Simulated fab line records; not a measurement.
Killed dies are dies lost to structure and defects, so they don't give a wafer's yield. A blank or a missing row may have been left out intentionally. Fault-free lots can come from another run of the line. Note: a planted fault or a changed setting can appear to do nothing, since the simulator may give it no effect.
Chamber matching | flow n5_finfet | N5_BEOL_M0_SAQP_HM_DEP_111 on pecvd-04 has 3 sister chambers
The step deposits SiO2 from SiH4/N2O, target thk 12 nm, time 7.2 s. 3 wafers are shown with their chamber, then 10 later ones without.

== EACH WAFER AND ITS CHAMBER ==
wafer  | chamber | showerhead_plenum_p_Torr (Torr)
L085.4 | 1       | 8.15
L090.2 | 0       | 8.20
L090.3 | 2       | 8.05

== WAFERS WHOSE CHAMBER IS MISSING ==
wafer  | showerhead_plenum_p_Torr (Torr)
L090.6 | 8.03
L094.1 | 8.23
L094.2 | 8.15
L094.3 | 8.05
L095.4 | 8.09
L095.5 | 8.24
L095.6 | 8.16
L096.2 | 8.23
L096.3 | 8.04
L096.6 | 8.15

== WHICH CHAMBER EACH WENT THROUGH ==
wafer  | from the rows above     | in truth
L090.6 | 2                       | 2
L094.1 | 0                       | 0
L094.2 | 1                       | 1
L094.3 | 2                       | 2
L095.4 | can't be placed: 2 or 1 | 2
L095.5 | 0                       | 0
L095.6 | can't be placed: 1 or 0 | 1
L096.2 | 0                       | 0
L096.3 | 2                       | 2
L096.6 | 1                       | 1
Correctly placed: 8 of 10. Not placeable from these rows: 2 (in 2, the candidates include the true chamber). 0 placed wrongly.
How it was worked out, from the rows above alone: a wafer's distance from a chamber is the root of the sum, over the readings, of the square of ((its reading less the chamber's mean) divided by the reading's scatter). If the next closest chamber is less than 2 further off than the closest, the wafer can't be placed; otherwise it belongs to the closest. Each chamber's mean is taken over the wafers shown for it. The scatter (one wafer shown for each chamber): square how far every hidden wafer sits from the nearest shown wafer, average those squares and take the square root.
